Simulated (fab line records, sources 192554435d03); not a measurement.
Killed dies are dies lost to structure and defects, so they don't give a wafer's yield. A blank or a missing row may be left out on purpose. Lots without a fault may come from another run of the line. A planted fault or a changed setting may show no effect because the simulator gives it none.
Which tool did it? | flow n5_finfet | 7 lots, 21 wafers sampled, at 5 steps of a route of 1938

WHAT THE GAUGES READ, wafer by wafer
N5_BEOL_M5_OCD_MEAS_38.
lot  | measured     | on     | trench_depth_nm (nm)
L919 | day 8 06:18  | ocd-02 | 73.1 72.7 70.7
L922 | day 9 09:00  | ocd-02 | 73.8 73.4 72.8
L924 | day 10 02:12 | ocd-01 | 70.5 72.1 73.8
L925 | day 10 09:57 | ocd-01 | 69.4 71.5 71.8
L928 | day 10 19:23 | ocd-02 | 70.4 73.3 73.6
L938 | day 13 06:48 | ocd-01 | 45.2 75.0 71.2
L940 | day 13 23:14 | ocd-02 | 69.1 73.8 69.1

WHICH TOOL RAN EACH LOT (tool, then ch and the chambers of the sampled wafers, then the start)
lot  | N5_BEOL_M5_STRIP_19                | N5_BEOL_M5_STRIP_36                | N5_BEOL_M5_TRENCH_ETCH_37          | N5_BEOL_M5_STRIP_91
L919 | rie_diel-02 ch 0,1,2, day 8 04:56  | rie_diel-03 ch 1,2,3, day 8 06:07  | rie_diel-03 ch 1,2,3, day 8 06:09  | rie_diel-03 ch 1,2,3, day 8 06:18 or earlier
L922 | rie_diel-05 ch 0,1,2, day 9 07:34  | rie_diel-03 ch 3, day 9 08:43      | rie_diel-03 ch 3, day 9 08:47      | rie_diel-03 ch 3, day 9 09:00 or earlier
L924 | rie_diel-02 ch 0,2,3, day 10 01:16 | rie_diel-03 ch 0,1,2, day 10 02:01 | rie_diel-03 ch 0,1,2, day 10 02:03 | rie_diel-03 ch 0,1,2, day 10 02:12 or earlier
L925 | rie_diel-02 ch 1,2,3, day 10 08:32 | rie_diel-02 ch 1,2, day 10 09:46   | rie_diel-02 ch 1,2, day 10 09:48   | rie_diel-02 ch 1,2, day 10 09:57 or earlier
L928 | rie_diel-05 ch 0,1,3, day 10 17:39 | rie_diel-03 ch 1,2,3, day 10 19:11 | rie_diel-03 ch 1,2,3, day 10 19:14 | rie_diel-03 ch 1,2,3, day 10 19:23 or earlier
L938 | rie_diel-05 ch 1,2,3, day 13 05:52 | rie_diel-03 ch 0,1,3, day 13 06:36 | rie_diel-03 ch 0,1,3, day 13 06:38 | rie_diel-03 ch 0,1,3, day 13 06:48 or earlier
L940 | rie_diel-02 ch 0,2,3, day 13 21:49 | rie_diel-02 ch 0,2, day 13 23:03   | rie_diel-02 ch 0,2, day 13 23:05   | rie_diel-02 ch 0,2, day 13 23:14 or earlier
- N5_BEOL_M5_STRIP_19: strips in O2.
- N5_BEOL_M5_STRIP_36: strips in N2/H2.
- N5_BEOL_M5_TRENCH_ETCH_37: etches SiCOH lowk in C4F6/O2, target depth 71.652 nm, time 24.7 s.
- N5_BEOL_M5_STRIP_91: strips in N2/H2, time 10 s.

THE ANSWER, worked out from the rows above alone
Rule: what is usual is taken from the lots themselves. Put in order of their means at a reading, lots are off if they are a third of the lots or fewer, leave a main group of 4 or more, and stand apart from it by a gap of 3 or more times the standard deviation of the main group's means; of several such gaps the widest counts. A main group whose means are all the same, to the digits that the tables above print for the reading, isn't used. A lot without any number at a reading at which 4 lots or more have one is off too. The other lots that the step has rows for count as sound.
Off: L938, at N5_BEOL_M5_OCD_MEAS_38 (trench_depth_nm). The main group: mean 71.9 nm, standard deviation 0.91.
A tool fits if, at a process step before that reading, it ran every lot that is off, and no sound lot after the first of them. The gauges at N5_BEOL_M5_OCD_MEAS_38 are tried like those tools. N5_BEOL_M5_STRIP_91 gives no start for some lots, so the hours and the order of its lots are those of N5_BEOL_M5_OCD_MEAS_38. Can't be told from this: 3 tools fit, rie_diel-05 at N5_BEOL_M5_STRIP_19, rie_diel-03 at N5_BEOL_M5_STRIP_36 and N5_BEOL_M5_TRENCH_ETCH_37 and N5_BEOL_M5_STRIP_91, ocd-01 at N5_BEOL_M5_OCD_MEAS_38.

WHAT THE SIMULATOR HAD PUT IN
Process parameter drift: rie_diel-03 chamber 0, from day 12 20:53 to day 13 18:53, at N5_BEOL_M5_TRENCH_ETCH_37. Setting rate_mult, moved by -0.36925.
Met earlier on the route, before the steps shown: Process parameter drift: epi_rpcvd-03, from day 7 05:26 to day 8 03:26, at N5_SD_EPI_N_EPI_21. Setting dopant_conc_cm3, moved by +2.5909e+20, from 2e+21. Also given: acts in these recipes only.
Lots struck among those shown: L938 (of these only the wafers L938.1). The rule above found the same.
